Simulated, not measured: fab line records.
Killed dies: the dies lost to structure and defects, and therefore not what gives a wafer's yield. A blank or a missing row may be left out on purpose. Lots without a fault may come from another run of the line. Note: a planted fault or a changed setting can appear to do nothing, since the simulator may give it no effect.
Matching of chambers :: flow n5-finfet :: rie-diel-01 running N5_BEOL_M12_ETCH_38: 4 sister chambers
The step etches SiCN in CF4/N2, target depth 68.7 nm, time 73.4 s. 8 wafers are shown with their chamber, then 8 later ones without.

== WAFERS PAIRED WITH THEIR CHAMBERS ==
wafer: L076.1
chamber: 2
drypump-motor-current-A (A): 5.2
showerhead-plenum-p-Torr (Torr): 2.33

wafer: L079.3
chamber: 2
drypump-motor-current-A (A): 5.2
showerhead-plenum-p-Torr (Torr): 2.32

wafer: L083.5
chamber: 0
drypump-motor-current-A (A): 6.4
showerhead-plenum-p-Torr (Torr): 2.29

wafer: L083.6
chamber: 1
drypump-motor-current-A (A): 5.8
showerhead-plenum-p-Torr (Torr): 2.35

wafer: L085.3
chamber: 3
drypump-motor-current-A (A): 6.6
showerhead-plenum-p-Torr (Torr): 2.24

wafer: L085.5
chamber: 3
drypump-motor-current-A (A): 6.6
showerhead-plenum-p-Torr (Torr): 2.24

wafer: L085.6
chamber: 0
drypump-motor-current-A (A): 6.3
showerhead-plenum-p-Torr (Torr): 2.29

wafer: L091.3
chamber: 1
drypump-motor-current-A (A): 5.7
showerhead-plenum-p-Torr (Torr): 2.34

== WAFERS MISSING THEIR CHAMBER ==
wafer: L091.4
drypump-motor-current-A (A): 5.2
showerhead-plenum-p-Torr (Torr): 2.32

wafer: L091.6
drypump-motor-current-A (A): 5.2
showerhead-plenum-p-Torr (Torr): 2.32

wafer: L092.3
drypump-motor-current-A (A): 5.2
showerhead-plenum-p-Torr (Torr): 2.31

wafer: L092.4
drypump-motor-current-A (A): 5.8
showerhead-plenum-p-Torr (Torr): 2.34

wafer: L092.6
drypump-motor-current-A (A): 5.8
showerhead-plenum-p-Torr (Torr): 2.34

wafer: L095.2
drypump-motor-current-A (A): 6.3
showerhead-plenum-p-Torr (Torr): 2.28

wafer: L095.4
drypump-motor-current-A (A): 5.2
showerhead-plenum-p-Torr (Torr): 2.31

wafer: L095.6
drypump-motor-current-A (A): 6.6
showerhead-plenum-p-Torr (Torr): 2.23

== WHICH CHAMBER EACH ONE RAN IN ==
wafer: L091.4
from the rows above: 2
in truth: 2

wafer: L091.6
from the rows above: 2
in truth: 2

wafer: L092.3
from the rows above: 2
in truth: 2

wafer: L092.4
from the rows above: 1
in truth: 1

wafer: L092.6
from the rows above: 1
in truth: 1

wafer: L095.2
from the rows above: 0
in truth: 0

wafer: L095.4
from the rows above: 2
in truth: 2

wafer: L095.6
from the rows above: 3
in truth: 3
Placed correctly: 8 of 8. Not placeable from these rows: 0. Number placed wrongly: 0.
How it was worked out, from the rows above alone: a wafer's distance from a chamber is the root of the sum, over the readings, of the square of ((its reading less the chamber's mean) divided by the reading's scatter). The wafer belongs to the nearest chamber; if the next one is less than 2 further off, it can't be placed. For every chamber, the mean is computed from those of its wafers that are shown. How the scatter is found: for the shown wafers, subtract from each reading the mean of its chamber, square and add these, divide the total by (wafers less chambers), then take the root.
